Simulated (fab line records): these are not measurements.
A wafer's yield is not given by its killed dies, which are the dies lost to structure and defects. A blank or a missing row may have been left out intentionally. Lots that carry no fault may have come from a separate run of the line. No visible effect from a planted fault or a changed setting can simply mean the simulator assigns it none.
fab line records	flow nandHarc
record lots=24	wafers=72	lastDay=34
route steps=1302 shown P_M1@298 P_M2@330
lots that met no fault: from a run of the same line without faults
startH: the number of hours between the record's first day and the start of the first shown wafer of the lot	waitH: time in hours since the lot's previous step	" identical to the entry in the row above	L1.1+2: one row covering several wafers at once	- value missing, or start not given	* or withheld: withheld	< > ~ a bound
route shown NAME@n: a module of which the file shows steps, and the number in the route of the first	usual: mean/standard deviation taken from wafers without a fault	same: alike in all rows	chamber/n: place in a boat	sites: the reading at each site	_std_site: standard deviation of those values	_edge_site: inner sites' mean taken away from outer sites' mean	radiusMm: how far each site lies from the wafer's centre	mask NAME#n: copy n	behind: the last tool/chamber to shape the wafer	hold: cause of the lot's hold/its duration in hours/its outcome	device: whichever transistor did not switch (one of n, p or np)	end of line: tests of these same wafers at the route's end	a step without rows: its recipe alone	killed: dies lost to structure and defects at the first sort, not the wafer's yield	map: per-die view of a wafer (x killed, . not killed, _ where there is no die)
set.NAME: setting as actually run; set.NAME@STEP: the setting as run at that earlier step	model.NAME: the simulator's own value behind a step, which no gauge read
a sample of lots followed through the steps of the route, with each step as a table and each wafer as a row
services: when a tool's chamber went out of use (startH, in hours from the record's first day, below 0 if earlier), for how many hours, and the reason
## steps
# step NHARC_P_M1_DESCUM_14
# recipe timeS=3	o2FlowSccm=200	arFlowSccm=0	biasPowerW=0	chemistry=O2
# usual drypumpMotorCurrentA=5.8/0.5	mfcArSccm=0.003/0.007	oesProductAu=1.000/0.0096	rfVppV=57.7/0.91	showerheadPlenumPTorr=1.90/0.075	throttleValvePct=11.310/0.0093
# same biasPowerW=0
lot.wafer	tool	chamber	startH	waitH	drypumpMotorCurrentA	mfcArSccm	oesProductAu	rfHoursCounterH	rfVppV	showerheadPlenumPTorr	throttleValvePct
L074.4	rieDiel-04	3	125.13	0.1	6.5	0	1.011	7	57.2	1.84	11.323
L074.3	"	0	"	"	4.9	0	1.014	6	57.8	1.98	11.306
L074.2	"	1	"	"	5.7	0.025	0.989	7	57.7	1.98	11.312
L075.2	rieDiel-07	0	135.23	0.1	6.0	0	0.993	1	56.9	1.85	11.300
L075.1	"	3	"	"	6.5	0	0.987	1	58.5	2.05	11.309
L075.5	"	1	"	"	5.3	0.001	1.018	-	59.0	1.84	11.304
L076.2	rieDiel-04	2	149.25	0.1	5.5	0.000	0.998	9	57.2	1.90	11.308
L076.3	"	1	"	"	5.7	0.025	0.992	9	57.6	1.98	11.313
L076.5	"	3	"	"	6.5	0	1.002	-	56.4	1.84	11.307
L077.4	rieDiel-04	2	149.74	0.1	5.5	0.000	0.994	9	56.9	1.90	11.306
L077.3	"	0	"	"	4.9	0	1.020	8	57.9	1.98	11.297
L077.5	"	2	"	"	5.5	0.000	1.004	-	56.8	1.90	11.309
L078.4	rieDiel-04	1	168.32	0.1	5.7	0.025	0.993	10	57.9	1.98	11.316
L078.6	"	1	"	"	5.7	0.025	0.993	-	59.3	1.98	11.316
L078.5	"	2	"	"	5.5	0.000	0.991	-	58.6	1.90	11.301
L079.1	rieDiel-04	0	174.09	0.1	4.9	0	1.015	10	57.2	1.98	11.303
L079.4	"	1	"	"	5.7	0.025	0.985	10	58.5	1.98	11.308
L079.2	"	2	"	"	5.5	0.000	0.993	10	58.6	1.90	11.312
L080.3	rieDiel-13	0	185.03	0.1	6.2	0.002	1.005	4	57.4	1.92	11.307
L080.4	"	2	"	"	5.3	0	1.002	4	56.4	1.84	11.307
L080.6	"	3	"	"	5.4	0.006	1.015	-	58.2	2.01	11.327
L081.1	rieDiel-04	0	190.53	0.1	4.9	0	1.002	0	57.3	1.98	11.297
L081.2	"	2	"	"	5.5	0.000	0.989	0	57.0	1.90	11.321
L081.5	"	3	"	"	6.5	0	0.998	-	57.5	1.84	11.302
L082.3	rieDiel-07	1	204.20	0.1	5.4	0.001	1.001	6	57.6	1.84	11.331
L082.2	"	2	"	"	5.6	0	0.987	6	57.4	1.85	11.315
L082.4	"	3	"	"	6.5	0	1.003	6	56.9	2.05	11.319
L083.3	rieDiel-07	1	212.39	0.1	5.4	0.001	1.008	7	57.7	1.84	11.308
L083.2	"	0	"	"	5.9	0	0.993	8	56.8	1.84	11.314
L083.6	"	2	"	"	5.6	0	0.981	-	56.0	1.85	11.297
L084.3	rieDiel-04	3	229.24	0.1	6.5	0	0.989	2	56.8	1.84	11.319
L084.1	"	0	"	"	4.9	0	1.002	2	58.1	1.98	11.306
L084.6	"	3	"	"	6.5	0	0.988	-	57.0	1.84	11.310
L085.1	rieDiel-07	1	236.67	0.1	5.3	0.001	1.006	10	56.9	1.84	11.315
L085.3	"	3	"	"	6.4	0	0.999	10	59.3	2.05	11.313
L085.6	"	2	"	"	5.6	0	0.991	-	56.3	1.85	11.318
L086.4	rieDiel-04	3	247.05	0.1	6.5	0	0.990	3	58.5	1.84	11.315
L086.6	"	1	"	"	5.7	0.025	0.989	-	57.8	1.98	11.299
L086.5	"	2	"	"	5.5	0.000	0.991	-	58.7	1.90	11.306
L087.2	rieDiel-07	0	250.85	0.1	6.0	0	0.993	12	57.2	1.84	11.307
L087.4	"	2	"	"	5.5	0	0.992	11	57.4	1.85	11.330
L087.3	"	3	"	"	6.5	0	1.009	11	58.3	2.05	11.321
L089.4	rieDiel-07	1	272.72	0.1	5.4	0.001	1.000	14	55.6	1.84	11.304
L089.2	"	0	"	"	6.0	0	0.997	14	57.2	1.84	11.326
L089.5	"	2	"	"	5.6	0	0.989	-	56.9	1.85	11.319
L088.2	rieDiel-07	0	273.64	0.1	6.0	0	0.991	14	57.8	1.84	11.304
L088.3	"	3	"	"	6.5	0	1.011	13	58.4	2.05	11.309
L088.5	"	0	"	"	6.0	0	0.998	-	58.1	1.84	11.307
L090.1	rieDiel-07	3	291.77	0.1	6.5	0	0.995	15	57.7	2.05	11.303
L090.4	"	0	"	"	6.0	0	0.987	16	59.1	1.84	11.293
L090.5	"	0	"	"	5.9	0	0.989	-	57.7	1.84	11.309
L091.3	rieDiel-04	2	299.14	0.1	5.5	0.000	0.990	7	57.2	1.90	11.312
L091.1	"	3	"	"	6.5	0	0.986	6	57.9	1.84	11.305
L091.5	"	2	"	"	5.5	0.000	0.979	-	58.1	1.90	11.305
L092.1	rieDiel-04	3	300.98	0.1	6.5	0	0.996	6	57.2	1.84	11.325
L092.3	"	1	"	"	5.7	0.025	0.987	6	57.8	1.98	11.299
L092.5	"	3	"	"	6.5	0	0.998	-	58.4	1.83	11.310
L093.3	rieDiel-07	3	314.39	0.1	6.5	0	1.019	1	57.7	2.05	11.314
L093.4	"	0	"	"	6.0	0	0.990	0	58.7	1.84	11.299
L093.5	"	3	"	"	6.5	0	1.012	-	59.3	2.05	11.313
L095.6	rieDiel-13	0	330.57	0.1	6.2	0.002	0.993	-	59.1	1.91	11.332
L095.4	"	1	"	"	6.3	0	0.991	-	57.4	1.79	11.302
L095.5	"	2	"	"	5.3	0	0.998	-	56.1	1.83	11.302
L094.2	rieDiel-07	0	330.87	0.1	6.0	0	1.000	2	57.4	1.84	11.301
L094.3	"	2	"	"	5.6	0	0.999	4	56.8	1.85	11.317
L094.4	"	3	"	"	6.5	0	1.013	3	58.1	2.05	11.314
L096.3	rieDiel-07	3	343.68	0.1	6.5	0	1.013	4	59.2	2.05	11.304
L096.1	"	0	"	"	6.0	0	0.991	3	58.9	1.84	11.309
L096.6	"	1	"	"	5.4	0.001	1.011	-	58.2	1.83	11.308
L097.4	rieDiel-07	0	361.52	0.1	5.9	0	0.986	5	57.2	1.84	11.298
L097.3	"	1	"	"	5.3	0.001	1.006	7	58.1	1.83	11.296
L097.5	"	3	"	"	6.5	0	1.018	-	57.7	2.05	11.307
# step NHARC_P_M1_ETCH_35
# recipe targetDepthA=400	overetchA=120	timeS=43.94	ionEnergyEv=200	n2FlowSccm=150	h2FlowSccm=150	arFlowSccm=0	rfW=400	biasW=150	chemistry=N2/H2
# usual drypumpMotorCurrentA=5.7/0.51	mfcArSccm=0.003/0.0079	n2FlowSccm=150.0/0.47	oesProductAu=1.000/0.01	rfVppV=430.2/2.5	showerheadPlenumPTorr=2.03/0.086	throttleValvePct=14.171/0.0091
lot.wafer	tool	chamber	startH	waitH	drypumpMotorCurrentA	mfcArSccm	n2FlowSccm	oesProductAu	rfHoursCounterH	rfVppV	showerheadPlenumPTorr	throttleValvePct
L074.3	rieDiel-04	1	125.20	0.1	5.7	0.025	149.5	0.992	7	433.4	2.11	14.177
L074.4	"	2	"	"	5.5	0.000	149.8	1.000	7	430.1	2.02	14.171
L074.2	"	3	"	"	6.5	0	150.3	1.006	7	428.1	1.96	14.181
L075.1	rieDiel-07	1	135.31	0.1	5.3	0.001	150.0	1.009	1	427.7	1.96	14.175
L075.2	"	3	"	"	6.5	0	149.8	1.000	1	435.9	2.19	14.177
L075.5	"	2	"	"	5.6	0	150.5	0.985	-	428.3	1.98	14.179
L076.2	rieDiel-04	3	149.34	0.1	6.5	0	149.9	1.001	9	428.3	1.96	14.178
L076.3	"	0	"	"	4.9	0	150.3	1.007	8	431.8	2.11	14.170
L076.5	"	3	"	"	6.5	0	149.6	1.008	-	427.3	1.96	14.168
L077.3	rieDiel-04	0	149.82	0.1	4.9	0	149.8	1.007	8	431.7	2.11	14.173
L077.4	"	2	"	"	5.5	0.000	150.0	0.984	9	430.2	2.02	14.149
L077.5	"	1	"	"	5.7	0.025	150.4	0.985	-	433.3	2.11	14.177
L078.4	rieDiel-04	2	168.42	0.1	5.5	0.000	149.9	0.996	9	428.4	2.02	14.168
L078.6	"	0	"	"	4.9	0	150.7	1.018	-	433.1	2.11	14.178
L078.5	"	1	"	"	5.7	0.025	149.1	1.000	-	432.0	2.11	14.174
L079.2	rieDiel-04	3	174.18	0.1	6.5	0	150.2	1.006	10	427.2	1.96	14.182
L079.4	"	0	"	"	4.9	0	149.6	1.009	10	430.7	2.11	14.173
L079.1	"	1	"	"	5.7	0.025	149.6	0.997	10	432.2	2.11	14.176
L080.3	rieDiel-13	3	185.12	0.1	5.4	0.006	150.1	1.005	4	433.1	2.14	14.160
L080.4	"	0	"	"	6.2	0.002	149.6	1.005	4	431.0	2.05	14.185
L080.6	"	1	"	"	6.3	0	150.5	1.009	-	426.7	1.92	14.174
L081.2	rieDiel-04	1	190.61	0.1	5.7	0.025	150.5	1.005	0	432.4	2.11	14.164
L081.1	"	3	"	"	6.5	0	149.6	1.007	0	428.9	1.96	14.181
L081.5	"	1	"	"	5.7	0.025	150.0	1.008	-	432.6	2.11	14.168
L082.3	rieDiel-07	2	204.28	0.1	5.6	0	150.2	0.985	6	429.5	1.97	14.164
L082.2	"	0	"	"	6.0	0	150.0	0.997	6	427.5	1.96	14.184
L082.4	"	1	"	"	5.4	0.001	150.4	0.996	6	428.5	1.96	14.171
L083.3	rieDiel-07	1	212.48	0.1	5.3	0.001	150.2	1.004	7	429.4	1.96	14.171
L083.2	"	2	"	"	5.6	0	149.8	0.985	7	428.9	1.97	14.178
L083.6	"	0	"	"	5.9	0	150.4	0.999	-	430.0	1.96	14.162
L084.1	rieDiel-04	0	229.32	0.1	4.9	0	150.3	0.996	2	432.6	2.11	14.168
L084.3	"	3	"	"	6.5	0	150.0	0.985	2	427.9	1.96	14.180
L084.6	"	1	"	"	5.7	0.025	149.9	0.987	-	433.2	2.11	14.173
L085.1	rieDiel-07	1	236.75	0.1	5.3	0.001	150.6	1.005	10	428.3	1.96	14.177
L085.3	"	3	"	"	6.5	0	149.6	1.001	10	434.4	2.19	14.171
L085.6	"	1	"	"	5.3	0.001	149.8	1.011	-	428.5	1.96	14.170
L086.4	rieDiel-04	3	247.13	0.1	6.5	0	149.5	0.985	3	428.3	1.95	14.170
L086.5	"	1	"	"	5.7	0.025	150.2	0.999	-	433.3	2.11	14.178
L086.6	"	2	"	"	5.5	0.000	150.4	0.993	-	430.5	2.02	14.177
L087.4	rieDiel-07	1	250.94	0.1	5.3	0.001	150.1	1.003	12	427.6	1.96	14.186
L087.3	"	2	"	"	5.6	0	150.2	0.991	11	429.0	1.97	14.193
L087.2	"	3	"	"	6.4	0	150.4	0.999	11	434.4	2.19	14.174
L089.4	rieDiel-07	1	273.31	0.6	5.3	0.001	149.6	1.006	14	428.2	1.96	14.156
L089.2	"	2	"	"	5.5	0	149.6	0.995	14	428.1	1.97	14.159
L089.5	"	1	"	"	5.3	0.001	149.3	0.999	-	427.7	1.96	14.174
L088.2	rieDiel-07	3	273.73	0.1	6.5	0	149.7	1.001	13	433.5	2.19	14.174
L088.3	"	1	"	"	5.3	0.001	149.0	1.007	14	426.6	1.96	14.166
L088.5	"	0	"	"	6.0	0	149.4	1.004	-	429.3	1.96	14.174
L090.1	rieDiel-07	2	291.86	0.1	5.6	0	149.0	1.000	15	428.9	1.97	14.159
L090.4	"	0	"	"	6.0	0	149.7	0.980	16	428.8	1.96	14.167
L090.5	"	1	"	"	5.3	0.001	149.3	1.005	-	429.1	1.95	14.189
L091.1	rieDiel-04	3	299.23	0.1	6.5	0	150.2	1.010	6	428.4	1.95	14.176
L091.3	"	0	"	"	4.9	0	150.0	1.002	6	432.8	2.11	14.189
L091.5	"	3	"	"	6.5	0	149.7	0.999	-	428.4	1.95	14.150
L092.1	rieDiel-04	1	301.07	0.1	5.7	0.025	150.3	0.978	6	432.8	2.11	14.158
L092.3	"	2	"	"	5.5	0.000	150.8	0.983	7	430.7	2.02	14.178
L092.5	"	0	"	"	4.9	0	150.1	0.996	-	433.1	2.11	14.175
L093.3	rieDiel-07	3	314.47	0.1	6.5	0	149.9	1.016	1	434.1	2.19	14.169
L093.4	"	0	"	"	5.9	0	150.3	0.999	0	427.7	1.96	14.150
L093.5	"	0	"	"	6.0	0	150.2	0.999	-	429.7	1.96	14.187
L095.6	rieDiel-13	1	330.66	0.1	6.3	0	150.0	0.997	-	427.1	1.91	14.175
L095.5	"	2	"	"	5.3	0	150.5	0.998	-	427.0	1.94	14.162
L095.4	"	0	"	"	6.2	0.002	149.6	0.986	-	429.7	2.03	14.159
L094.3	rieDiel-07	2	330.96	0.1	5.6	0	150.2	1.011	4	429.2	1.97	14.176
L094.2	"	3	"	"	6.5	0	150.3	1.025	3	433.6	2.18	14.169
L094.4	"	0	"	"	6.0	0	150.5	1.002	2	428.2	1.96	14.177
L096.3	rieDiel-07	2	343.75	0.1	5.6	0	149.1	1.007	5	428.1	1.97	14.181
L096.1	"	0	"	"	6.0	0	149.6	0.987	3	427.6	1.96	14.167
L096.6	"	2	"	"	5.5	0	150.1	1.008	-	429.4	1.97	14.171
L097.4	rieDiel-07	3	361.59	0.1	6.5	0	150.2	1.021	7	433.2	2.18	14.161
L097.3	"	0	"	"	6.0	0	149.5	0.995	5	427.5	1.96	14.183
L097.5	"	3	"	"	6.5	0	150.8	1.016	-	434.0	2.18	14.177
# step NHARC_P_M1_ETCH_15
# recipe targetDepthA=1825	timeS=91.2	c4f8FlowSccm=withheld	arFlowSccm=400	rfW=600	biasW=300	chemistry=C4F8/Ar
# usual oesProductAu=0.955/0.022	rfVppV=440.6/2.5
lot.wafer	tool	chamber	startH	waitH	oesProductAu	rfHoursCounterH	rfVppV
L074.3	rieDiel-04	3	-	-	0.960	7	438.1
L074.2	"	1	"	"	0.955	7	444.1
L074.4	"	2	"	"	0.951	7	439.1
L075.2	rieDiel-07	3	-	-	0.960	1	444.2
L075.1	"	0	"	"	0.956	1	438.7
L075.5	"	1	"	"	0.962	-	440.2
L076.3	rieDiel-04	2	-	-	0.925	9	441.7
L076.2	"	0	"	"	0.943	8	444.5
L076.5	"	2	"	"	0.917	-	439.5
L077.3	rieDiel-04	0	-	-	0.988	8	444.6
L077.4	"	1	"	"	0.970	9	442.7
L077.5	"	1	"	"	0.966	-	443.0
L078.4	rieDiel-04	1	-	-	0.949	10	442.9
L078.6	"	2	"	"	0.953	-	439.9
L078.5	"	3	"	"	0.970	-	437.7
L079.4	rieDiel-04	3	-	-	0.983	10	438.5
L079.1	"	0	"	"	0.974	10	443.4
L079.2	"	2	"	"	0.974	10	441.0
L080.4	rieDiel-13	0	-	-	0.958	4	441.9
L080.3	"	2	"	"	0.983	4	437.6
L080.6	"	3	"	"	0.972	-	442.6
L081.2	rieDiel-04	0	-	-	0.957	0	442.3
L081.1	"	1	"	"	0.968	0	444.1
L081.5	"	3	"	"	0.945	-	439.2
L082.4	rieDiel-07	0	-	-	0.947	7	438.3
L082.2	"	1	"	"	0.952	6	438.5
L082.3	"	2	"	"	0.948	6	439.3
L083.2	rieDiel-07	1	-	-	0.971	7	438.6
L083.3	"	0	"	"	0.986	8	438.2
L083.6	"	2	"	"	0.955	-	439.7
L084.3	rieDiel-04	0	-	-	0.958	2	443.0
L084.1	"	3	"	"	0.951	2	438.7
L084.6	"	0	"	"	0.959	-	442.6
L085.1	rieDiel-07	1	-	-	0.965	10	437.7
L085.3	"	2	"	"	0.948	10	439.0
L085.6	"	1	"	"	0.975	-	439.2
L086.4	rieDiel-04	0	-	-	0.969	3	443.0
L086.6	"	1	"	"	0.947	-	442.2
L086.5	"	2	"	"	0.965	-	440.0
L087.3	rieDiel-07	2	-	-	0.915	11	439.2
L087.4	"	3	"	"	0.930	11	444.1
L087.2	"	0	"	"	0.909	12	438.0
L089.2	rieDiel-07	2	-	-	0.918	14	440.9
L089.4	"	0	"	"	0.922	14	439.8
L089.5	"	2	"	"	0.928	-	436.9
L088.3	rieDiel-07	0	-	-	0.916	14	438.5
L088.2	"	3	"	"	0.913	14	445.6
L088.5	"	1	"	"	0.922	-	440.2
L090.4	rieDiel-07	0	-	-	0.963	16	438.5
L090.1	"	1	"	"	0.988	16	439.8
L090.5	"	0	"	"	0.946	-	438.5
L091.1	rieDiel-04	2	-	-	0.916	7	440.8
L091.3	"	3	"	"	0.918	6	437.7
L091.5	"	0	"	"	0.926	-	443.9
L092.1	rieDiel-04	3	-	-	0.951	6	438.9
L092.3	"	0	"	"	0.966	6	442.3
L092.5	"	1	"	"	0.970	-	442.0
L093.3	rieDiel-07	3	-	-	0.967	1	443.9
L093.4	"	1	"	"	0.982	1	437.7
L093.5	"	3	"	"	0.974	-	444.6
L095.4	rieDiel-13	1	-	-	0.928	-	437.0
L095.5	"	2	"	"	0.929	-	438.6
L095.6	"	0	"	"	0.918	-	440.4
L094.4	rieDiel-07	1	-	-	0.969	4	437.8
L094.3	"	2	"	"	0.974	4	438.8
L094.2	"	3	"	"	0.992	3	444.9
L096.3	rieDiel-07	2	-	-	0.969	5	438.3
L096.1	"	3	"	"	0.993	4	444.1
L096.6	"	1	"	"	0.969	-	438.7
L097.4	rieDiel-07	1	-	-	0.974	7	436.1
L097.3	"	2	"	"	0.972	8	439.7
L097.5	"	3	"	"	0.972	-	446.3
# step NHARC_P_M1_PRE_CLEAN_32
# recipe timeS=12	tempC=370	rfPowerW=300	gas=NH3
# usual heaterPowerW=621/90
lot.wafer	tool	chamber	startH	waitH	heaterPowerW
L074.2	pecvd-01	0	127.97	0.1	472
L074.3	"	2	"	"	611
L074.4	"	0	"	"	468
L075.1	pecvd-03	2	137.87	0.1	598
L075.2	"	1	"	"	643
L075.5	"	0	"	"	497
L076.3	pecvd-03	2	151.88	0.1	564
L076.2	"	1	"	"	626
L076.5	"	2	"	"	573
L077.3	pecvd-03	1	152.83	0.1	727
L077.5	"	1	"	"	715
L077.4	"	0	"	"	515
L078.4	pecvd-04	2	171.01	0.1	656
L078.5	"	0	"	"	637
L078.6	"	1	"	"	631
L079.2	pecvd-04	0	176.74	0.1	653
L079.1	"	1	"	"	597
L079.4	"	0	"	"	653
L080.3	pecvd-04	2	190.42	0.1	565
L080.4	"	2	"	"	562
L080.6	"	0	"	"	597
L081.1	pecvd-01	2	193.19	0.1	544
L081.2	"	1	"	"	779
L081.5	"	2	"	"	533
L082.3	pecvd-04	0	206.83	0.1	645
L082.2	"	2	"	"	651
L082.4	"	2	"	"	674
L083.3	pecvd-01	2	215.11	0.1	555
L083.2	"	0	"	"	466
L083.6	"	1	"	"	749
L084.3	pecvd-03	0	231.93	0.1	596
L084.1	"	1	"	"	557
L084.6	"	0	"	"	590
L085.1	pecvd-03	0	239.67	0.1	636
L085.3	"	1	"	"	586
L085.6	"	0	"	"	637
L086.6	pecvd-04	0	249.70	0.1	652
L086.5	"	1	"	"	658
L086.4	"	2	"	"	635
L087.2	pecvd-04	1	253.49	0.1	629
L087.3	"	0	"	"	612
L087.4	"	2	"	"	588
L089.2	pecvd-01	0	275.85	0.1	464
L089.5	"	0	"	"	470
L089.4	"	1	"	"	909
L088.3	pecvd-03	0	276.28	0.1	626
L088.2	"	1	"	"	641
L088.5	"	1	"	"	654
L090.1	pecvd-01	1	294.51	0.1	893
L090.4	"	0	"	"	468
L090.5	"	1	"	"	887
L091.3	pecvd-03	2	301.80	0.1	645
L091.1	"	0	"	"	577
L091.5	"	1	"	"	570
L092.1	pecvd-01	0	303.64	0.1	517
L092.3	"	1	"	"	752
L092.5	"	0	"	"	509
L093.3	pecvd-04	2	317.06	0.1	595
L093.5	"	0	"	"	577
L093.4	"	1	"	"	589
L095.6	pecvd-04	1	333.32	0.1	655
L095.5	"	2	"	"	671
L095.4	"	0	"	"	586
L094.2	pecvd-03	1	333.54	0.1	685
L094.3	"	2	"	"	695
L094.4	"	1	"	"	674
L096.1	pecvd-04	1	346.33	0.1	610
L096.3	"	2	"	"	586
L096.6	"	1	"	"	619
L097.3	pecvd-01	2	364.24	0.1	572
L097.4	"	2	"	"	599
L097.5	"	0	"	"	499
# step NHARC_P_M2_INSPECT_11
# usual rawDefectCount=4.4/2.5
lot.wafer	tool	chamber	startH	waitH	rawDefectCount
L074.2	defectInspect-01	-	129.50	0.0	2
L074.3	"	-	"	"	4
L074.4	"	-	"	"	9
L075.1	defectInspect-01	-	139.30	0.0	2
L075.2	"	-	"	"	5
L075.5	"	-	"	"	6
L076.2	defectInspect-01	-	153.21	0.0	5
L076.3	"	-	"	"	3
L076.5	"	-	"	"	2
L077.3	defectInspect-01	-	154.26	0.0	2
L077.4	"	-	"	"	5
L077.5	"	-	"	"	5
L078.4	defectInspect-01	-	172.28	0.0	7
L078.5	"	-	"	"	1
L078.6	"	-	"	"	4
L079.1	defectInspect-02	-	178.06	0.0	5
L079.2	"	-	"	"	4
L079.4	"	-	"	"	7
L080.3	defectInspect-02	-	191.74	0.0	6
L080.4	"	-	"	"	4
L080.6	"	-	"	"	1
L081.1	defectInspect-01	-	194.64	0.0	4
L081.2	"	-	"	"	4
L081.5	"	-	"	"	2
L082.2	defectInspect-01	-	208.26	0.0	3
L082.3	"	-	"	"	7
L082.4	"	-	"	"	4
L083.2	defectInspect-02	-	216.54	0.0	6
L083.3	"	-	"	"	10
L083.6	"	-	"	"	7
L084.1	defectInspect-02	-	233.24	0.0	1
L084.3	"	-	"	"	6
L084.6	"	-	"	"	5
L085.1	defectInspect-02	-	241.12	0.1	4
L085.3	"	-	"	"	5
L085.6	"	-	"	"	5
L086.4	defectInspect-02	-	251.10	0.0	0
L086.5	"	-	"	"	2
L086.6	"	-	"	"	1
L087.2	defectInspect-02	-	254.94	0.0	3
L087.3	"	-	"	"	2
L087.4	"	-	"	"	4
L089.2	defectInspect-01	-	277.57	0.0	13
L089.4	"	-	"	"	8
L089.5	"	-	"	"	14
L088.2	defectInspect-02	-	277.73	0.0	6
L088.3	"	-	"	"	5
L088.5	"	-	"	"	5
L090.1	defectInspect-01	-	295.82	0.0	5
L090.4	"	-	"	"	4
L090.5	"	-	"	"	5
L091.1	defectInspect-02	-	303.24	0.0	4
L091.3	"	-	"	"	2
L091.5	"	-	"	"	1
L092.1	defectInspect-02	-	304.95	0.0	8
L092.3	"	-	"	"	2
L092.5	"	-	"	"	6
L093.3	defectInspect-01	-	318.50	0.1	5
L093.4	"	-	"	"	3
L093.5	"	-	"	"	4
L095.4	defectInspect-02	-	334.61	0.0	2
L095.5	"	-	"	"	10
L095.6	"	-	"	"	1
L094.2	defectInspect-02	-	335.14	0.0	3
L094.3	"	-	"	"	2
L094.4	"	-	"	"	6
L096.1	defectInspect-01	-	347.78	0.0	3
L096.3	"	-	"	"	5
L096.6	"	-	"	"	5
L097.3	defectInspect-01	-	367.97	0.0	5
L097.4	"	-	"	"	1
L097.5	"	-	"	"	7
# step NHARC_P_M2_ETCH_15
# recipe targetDepthA=1825	timeS=91.2	c4f8FlowSccm=withheld	arFlowSccm=400	rfW=600	biasW=300	chemistry=C4F8/Ar
# usual oesProductAu=0.940/0.022	rfVppV=441.0/2.5
lot.wafer	tool	chamber	startH	waitH	oesProductAu	rfHoursCounterH	rfVppV
L074.3	rieDiel-06	3	-	-	0.934	7.5	440.3
L074.2	"	0	"	"	0.931	7.7	443.9
L074.4	"	0	"	"	0.928	-	443.5
L075.2	rieDiel-06	2	-	-	0.955	0.0	437.6
L075.1	"	0	"	"	0.989	0.0	442.6
L075.5	"	2	"	"	0.956	-	436.8
L076.2	rieDiel-10	3	-	-	0.929	3.8	440.3
L076.3	"	0	"	"	0.922	4.7	445.1
L076.5	"	2	"	"	0.933	-	442.2
L077.4	rieDiel-10	2	-	-	0.930	4.7	440.9
L077.3	"	3	"	"	0.916	3.9	439.9
L077.5	"	1	"	"	0.925	-	440.6
L078.4	rieDiel-01	1	-	-	0.941	6.3	442.0
L078.6	"	1	"	"	0.945	-	444.3
L078.5	"	2	"	"	0.926	-	439.2
L079.4	rieDiel-06	2	-	-	0.956	2.2	435.9
L079.1	"	3	"	"	0.987	2.9	440.1
L079.2	"	0	"	"	0.977	2.5	445.0
L080.3	rieDiel-06	3	-	-	0.929	3.6	441.9
L080.4	"	0	"	"	0.923	3.3	442.5
L080.6	"	2	"	"	0.912	-	438.1
L081.2	rieDiel-10	1	-	-	0.920	8.5	441.8
L081.1	"	0	"	"	0.926	7.4	445.5
L081.5	"	2	"	"	0.943	-	442.2
L082.4	rieDiel-06	1	-	-	0.978	3.9	443.3
L082.2	"	2	"	"	0.949	4.3	436.0
L082.3	"	3	"	"	0.957	4.5	441.3
L083.3	rieDiel-06	3	-	-	0.954	4.7	440.3
L083.2	"	1	"	"	0.932	4.1	443.6
L083.6	"	3	"	"	0.953	-	440.1
L084.1	rieDiel-10	3	-	-	0.932	8.7	439.8
L084.3	"	0	"	"	0.915	9.6	444.8
L084.6	"	2	"	"	0.937	-	442.0
L085.3	rieDiel-10	1	-	-	0.923	9.6	441.8
L085.1	"	2	"	"	0.930	10.0	441.2
L085.6	"	3	"	"	0.910	-	440.7
L086.4	rieDiel-06	2	-	-	0.921	5.8	436.2
L086.6	"	2	"	"	0.916	-	435.7
L086.5	"	3	"	"	0.925	-	440.4
L087.4	rieDiel-06	3	-	-	0.961	6.3	439.5
L087.2	"	0	"	"	0.981	6.0	441.9
L087.3	"	2	"	"	0.958	5.9	438.3
L089.2	rieDiel-10	2	-	-	0.935	1.9	442.8
L089.4	"	0	"	"	0.913	1.1	445.3
L089.5	"	2	"	"	0.932	-	440.3
L088.3	rieDiel-01	2	-	-	0.923	3.3	440.5
L088.2	"	3	"	"	0.923	2.9	437.3
L088.5	"	2	"	"	0.918	-	439.1
L090.1	rieDiel-06	0	-	-	0.928	8.1	443.0
L090.4	"	2	"	"	0.916	-	437.3
L090.5	"	0	"	"	0.938	-	442.5
L091.3	rieDiel-10	1	-	-	0.925	2.2	440.3
L091.1	"	0	"	"	0.930	2.0	444.5
L091.5	"	2	"	"	0.942	-	441.0
L092.1	rieDiel-06	3	-	-	0.924	8.9	440.3
L092.3	"	0	"	"	0.928	8.6	442.9
L092.5	"	3	"	"	0.921	-	440.7
L093.4	rieDiel-10	1	-	-	0.924	2.5	441.8
L093.3	"	2	"	"	0.933	3.5	440.5
L093.5	"	0	"	"	0.919	-	446.6
L095.4	rieDiel-06	3	-	-	0.961	0.6	440.4
L095.5	"	0	"	"	0.980	-	441.7
L095.6	"	1	"	"	0.993	-	442.1
L094.4	rieDiel-06	3	-	-	0.959	0.7	440.0
L094.2	"	0	"	"	0.979	1.0	443.6
L094.3	"	2	"	"	0.957	0.6	438.6
L096.3	rieDiel-06	3	-	-	0.963	1.2	440.9
L096.1	"	2	"	"	0.949	1.4	437.7
L096.6	"	0	"	"	0.963	-	442.1
L097.4	rieDiel-01	0	-	-	0.931	7.5	438.5
L097.3	"	3	"	"	0.918	8.6	437.3
L097.5	"	1	"	"	0.919	-	442.8
## services
tool	chamber	startH	hours	kind
rieDiel-07	0	101.86	3.0	repair
pecvd-04	-	105.42	1.0	repair
rieDiel-06	-	115.38	0.4	repair
rieDiel-07	-	117.30	9.0	pm
rieDiel-06	1	127.10	8.8	repair
rieDiel-06	-	130.27	9.0	pm
pecvd-04	-	133.32	1.2	repair
rieDiel-07	3	136.23	8.5	repair
rieDiel-06	-	166.25	0.2	repair
rieDiel-04	-	177.91	9.0	pm
pecvd-03	-	186.44	13.0	pm
rieDiel-10	1	208.56	10.6	repair
rieDiel-07	1	251.76	3.7	repair
rieDiel-04	1	259.50	9.0	repair
pecvd-04	-	269.00	13.0	pm
rieDiel-06	1	284.62	12.8	repair
rieDiel-04	1	289.33	2.8	repair
rieDiel-07	0	296.34	14.7	repair
rieDiel-06	-	307.27	9.0	pm
rieDiel-06	3	325.19	4.8	repair
rieDiel-04	0	333.72	3.4	repair
rieDiel-04	1	335.60	1.7	repair
rieDiel-04	3	352.66	11.1	repair
rieDiel-04	-	354.91	9.0	pm
## key
fault none
